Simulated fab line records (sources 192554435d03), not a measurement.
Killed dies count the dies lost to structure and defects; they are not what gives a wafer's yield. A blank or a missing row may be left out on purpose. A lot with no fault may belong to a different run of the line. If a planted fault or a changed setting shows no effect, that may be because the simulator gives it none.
Matching of chambers    flow n5 finfet    rie diel-02 running N5_BEOL_M8_STRIP_36: 4 sister chambers
The step strips in N2/H2. 7 wafers are shown with their chamber, then 11 later ones without.

WAFERS, EACH WITH ITS CHAMBER
wafer   chamber  showerhead plenum p Torr (Torr)  throttle valve pct (%)
L078.3  2        2.42                             23.59
L085.5  3        2.47                             23.71
L087.3  3        2.47                             23.72
L088.1  0        2.54                             23.43
L088.4  1        2.59                             23.80
L088.5  1        2.60                             23.80
L089.3  0        2.54                             23.42

WAFERS WITHOUT THEIR CHAMBER
wafer   showerhead plenum p Torr (Torr)  throttle valve pct (%)
L089.5  2.59                             23.80
L089.6  2.40                             23.59
L092.2  2.59                             23.84
L092.3  2.40                             23.63
L092.4  2.54                             23.45
L096.3  2.59                             23.82
L096.5  2.46                             23.76
L096.6  2.40                             23.63
L097.1  2.46                             23.75
L097.4  2.59                             23.79
L097.5  2.53                             23.46

WHICH CHAMBER EACH WENT THROUGH
wafer   from the rows above  in truth
L089.5  1                    1
L089.6  2                    2
L092.2  1                    1
L092.3  2                    2
L092.4  0                    0
L096.3  1                    1
L096.5  3                    3
L096.6  2                    2
L097.1  3                    3
L097.4  1                    1
L097.5  0                    0
Correctly placed: 11 of 11. Can't be placed from these rows: 0. Number placed wrongly: 0.
How it was worked out, from the rows above alone: a wafer's distance from a chamber is the root of the sum, over the readings, of the square of ((its reading less the chamber's mean) divided by the reading's scatter). If the next closest chamber is less than 2 further off than the closest, the wafer can't be placed; otherwise it belongs to the closest. The mean given for a chamber averages the wafers shown for that chamber. How the scatter is found: for the shown wafers, subtract from each reading the mean of its chamber, square and add these, divide the total by (wafers less chambers), then take the root.
